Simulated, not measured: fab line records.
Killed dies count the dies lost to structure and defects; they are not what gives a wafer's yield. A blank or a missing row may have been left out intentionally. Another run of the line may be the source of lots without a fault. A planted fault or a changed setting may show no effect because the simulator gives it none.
Chamber matching    flow nand_harc    4 sister chambers for NHARC_P_M2_CMP_23 on cmp-02
The step polishes, t overpolish 20 s, target thk 144.3 nm. 4 wafers are shown with their chamber, then 7 later ones without.

== EACH WAFER AND ITS CHAMBER ==
wafer   chamber  time_to_endpoint_s (s)
L080.6  2        29
L089.5  3        25
L092.1  1        31
L092.2  0        34

== WAFERS MISSING THEIR CHAMBER ==
wafer   time_to_endpoint_s (s)
L092.4  33
L094.2  25
L094.3  26
L094.5  30
L096.2  34
L096.3  27
L096.5  27

== THE CHAMBER EACH PASSED THROUGH ==
wafer    from the rows above            in truth
L092.4   can't be placed: 0 or 1        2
L094.2   3                              3
L094.3   can't be placed: 3 or 2        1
L094.5   can't be placed: 1 or 2        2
L096.2   0                              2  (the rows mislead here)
L096.3   can't be placed: 2 or 3 or 1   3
L096.5   can't be placed: 2 or 3 or 1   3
1 of 7 placed correctly. From these rows, 5 cannot be placed; in 3 the true chamber is one of the candidates. Placed wrongly: 1.
How it was worked out, from the rows above alone: a wafer's distance from a chamber is the root of the sum, over the readings, of the square of ((its reading less the chamber's mean) divided by the reading's scatter). If the next closest chamber is less than 2 further off than the closest, the wafer can't be placed; otherwise it belongs to the closest. The mean given for a chamber averages the wafers shown for that chamber. The scatter (one wafer shown for each chamber): square how far every hidden wafer sits from the nearest shown wafer, average those squares and take the square root.
